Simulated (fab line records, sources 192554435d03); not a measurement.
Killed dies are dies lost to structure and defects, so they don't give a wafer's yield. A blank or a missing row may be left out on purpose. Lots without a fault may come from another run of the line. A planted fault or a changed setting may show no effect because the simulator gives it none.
A struck lot beside a sound one | flow n5_finfet | 25 steps out of a route of 1938
Sound: wafers L589.1, L589.5, L589.6. Struck: wafer L607.5. (L607.3 of the same lot was not struck and is left out.) The cause comes at the end.
At each step with rows: each side's tool, then ch and its chambers, then its first start. Under that, the readings that differ: sound wafers | struck wafers | difference of the means | sigmas: that difference in standard deviations of wafers without a fault.
alike: readings whose means differ by less than 2 such deviations, and words and numbers that are the same on both sides. not compared: withheld readings, readings that some wafer has no value for, bounds like >300 that may hide the same value, and numbers for which the record gives no deviation and whose values overlap.
The two part at a step that has a row with sigmas, a row that says differs or no value, or rows on one side only. Numbers that don't overlap but have no deviation are shown without sigmas and don't part them. A reading that every wafer of one side lacks parts them only if that side has two wafers or more.

first, 3 steps without rows for these wafers: N5_FIN_SAQP_EXPOSE_13 (exposes mask FIN CORE, target cd 35.6 nm); N5_FIN_SAQP_PEB_14 (peb time 60 s); N5_FIN_SAQP_DEVELOP_15 (develop time 30 s).
N5_FIN_SAQP_CD_MEAS_16: target cd 35.6 nm.
  sound on cd_sem-01 ch 0, day 2 04:26; struck on cd_sem-03 ch 0, day 6 17:59
  alike: cd_nm
N5_FIN_SAQP_OVL_MEAS_17:
  sound on overlay-02 ch 0, day 2 04:29; struck on overlay-02 ch 0, day 6 18:02
  alike: FIN_CORE_OVL
N5_FIN_SAQP_INSPECT_18: inspects for defects (brightfield).
  sound on defect_inspect-01, day 2 04:30; struck on defect_inspect-01, day 6 18:03
  alike: raw_defect_count
N5_FIN_SAQP_DESCUM_21: chemistry O2, time 7.9 s.
  sound on rie_diel-02 ch 0,3, day 2 04:32; struck on rie_diel-01 ch 1, day 6 18:05
  alike: drypump_motor_current_A, oes_product_au, rf_vpp_V, showerhead_plenum_p_Torr, throttle_valve_pct
  not compared: rf_hours_counter_h
N5_FIN_SAQP_ETCH_51: etches SiARC in CF4, target depth 45.5 nm, time 75.8 s.
  sound on rie_diel-02 ch 0,3, day 2 04:34; struck on rie_diel-01 ch 1, day 6 18:07
  alike: drypump_motor_current_A, etch_rf_on_time_s, oes_product_au, rf_vpp_V, showerhead_plenum_p_Torr, throttle_valve_pct
  not compared: rf_hours_counter_h
then, 4 steps without rows for these wafers: N5_FIN_SAQP_ETCH_52 (etches SOC in N2/H2, target depth 100 nm, overetch 20 nm, time 150 s); N5_FIN_SAQP_STRIP_53 (strips in N2/H2); N5_FIN_SAQP_HM_OPEN_73 (chemistry CHF3/O2, target SiO2, stops on a-Si, target depth 12 nm, time 16.8 s); N5_FIN_SAQP_STRIP_74 (strips in CHF3/O2).
N5_FIN_SAQP_MANDREL_ETCH_22: etches a-Si in HBr/Cl2, stops on SiNx, target depth 60 nm, bt time 10 s, time 30 s.
  sound on rie_si-04 ch 2,3, day 2 04:49; struck on rie_si-03 ch 2, day 6 18:22
  reading                                     | sound             | struck | difference | sigmas
  oes_product_au (a.u.)                       | 0.776 0.792 0.784 | 0.747  | -0.037     | -2
  model.SOC_of_FIN_SAQP_COAT_49.thk_nm (nm)   | 75.85 76.14 75.5  | 62.72  | -13.11     |
  model.SiNx_of_FIN_SAQP_PECVD_48.thk_nm (nm) | 25.11 25.35 24.97 | 17.69  | -7.45      |
  alike: HBr_flow_sccm, drypump_motor_current_A, throttle_valve_pct
  not compared: rf_hours_counter_h
then, 4 steps without rows for these wafers: N5_FIN_SAQP_STRIP_55 (strips in N2/H2); N5_FIN_SAQP_STRIP_23 (strips in SPM, time 750 s); N5_FIN_SAQP_SRD_66 (time 30 s); N5_FIN_SAQP_RECESS_75 (chemistry HF/NH3, target SiO2, target depth 14.4 nm, afs cycles 3, sublimation time 60 s).
N5_FIN_SAQP_SPACER1_ALD_24: deposits SiO2, target thk 20.3 nm, pulse time 1 s, purge time 2 s.
  sound on ald_sin-01 ch 2,3, day 2 05:38; struck on ald_sin-03 ch 0, day 6 19:10
  alike: heater_power_w, precursor_pulse_height_rel
N5_FIN_SAQP_SPACER1_ETCHBACK_25: etches SiO2 in CHF3/O2, target depth 24.4 nm, time 12.2 s.
  sound on rie_diel-01 ch 0,1, day 2 06:23; struck on rie_diel-06 ch 3, day 6 19:56
  reading                         | sound          | struck | difference | sigmas
  rf_vpp_V (V)                    | 516 517 523    | 535    | +16        | +3
  showerhead_plenum_p_Torr (Torr) | 2.31 2.31 2.41 | 2.54   | +0.20      | +2
  alike: CHF3_flow_sccm, drypump_motor_current_A, oes_product_au, throttle_valve_pct
  not compared: rf_hours_counter_h
N5_FIN_SAQP_MANDREL1_REMOVE_56: chemistry HBr/Cl2/O2, target a-Si, stops on SiNx, bt time 10 s.
  sound on rie_si-02 ch 0,1, day 2 06:29; struck on rie_si-03 ch 1, day 6 20:01
  alike: HBr_flow_sccm, drypump_motor_current_A, oes_product_au, throttle_valve_pct
  not compared: rf_hours_counter_h
N5_FIN_SAQP_CD_MEAS_27: target cd 20 nm.
  sound on cd_sem-02 ch 0, day 2 06:35; struck on cd_sem-03 ch 0, day 6 20:08
  alike: cd_nm
N5_FIN_SAQP_ETCH_57: etches SiNx in CH3F/O2, target depth 32.5 nm, time 46.4 s.
  sound on rie_diel-06 ch 0,1, day 2 06:46; struck on rie_diel-01 ch 1, day 6 20:14
  reading                  | sound             | struck | difference | sigmas
  etch_rf_on_time_s (s)    | 46.9 48.3 46.6    | 33.3   | -14.0      | -17
  model.etch.depth_nm (nm) | 25.11 25.35 24.97 | 17.69  | -7.45      |
  alike: drypump_motor_current_A, oes_product_au, rf_vpp_V, showerhead_plenum_p_Torr, throttle_valve_pct
  not compared: rf_hours_counter_h
then, 1 step without rows for these wafers: N5_FIN_SAQP_ETCH_65 (etches SiO2 in CF4, target depth 4 nm, time 4.4 s).
-- the record jumps here: 6 days lie between the struck wafers' starts before and after (it left off in module FIN_SAQP and takes up again in module BEOL_M4, whose first step shown is number 1111 of the route) --
N5_BEOL_M4_RC_MEAS_101:
  sound on prober-01 ch 0, day 8 06:11; struck on prober-01 ch 0, day 12 13:01
  alike: DIBL_N, DIBL_P, IOFF_N, IOFF_P, ION_N, ION_P, SS_N, SS_P, VT_N, VT_P
then, 1 step without rows for these wafers: N5_PASSIVATION_PROBE_49.

WHERE THEY PART
First at N5_FIN_SAQP_MANDREL_ETCH_22; last, within this record, at N5_FIN_SAQP_ETCH_57. Later steps at which nothing parts them and some readings are alike: N5_BEOL_M4_RC_MEAS_101.

WHY: what the simulator had put in
Process parameter drift: rie_si-03, from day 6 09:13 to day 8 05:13, at N5_FIN_SAQP_MANDREL_ETCH_22. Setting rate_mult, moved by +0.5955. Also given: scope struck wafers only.
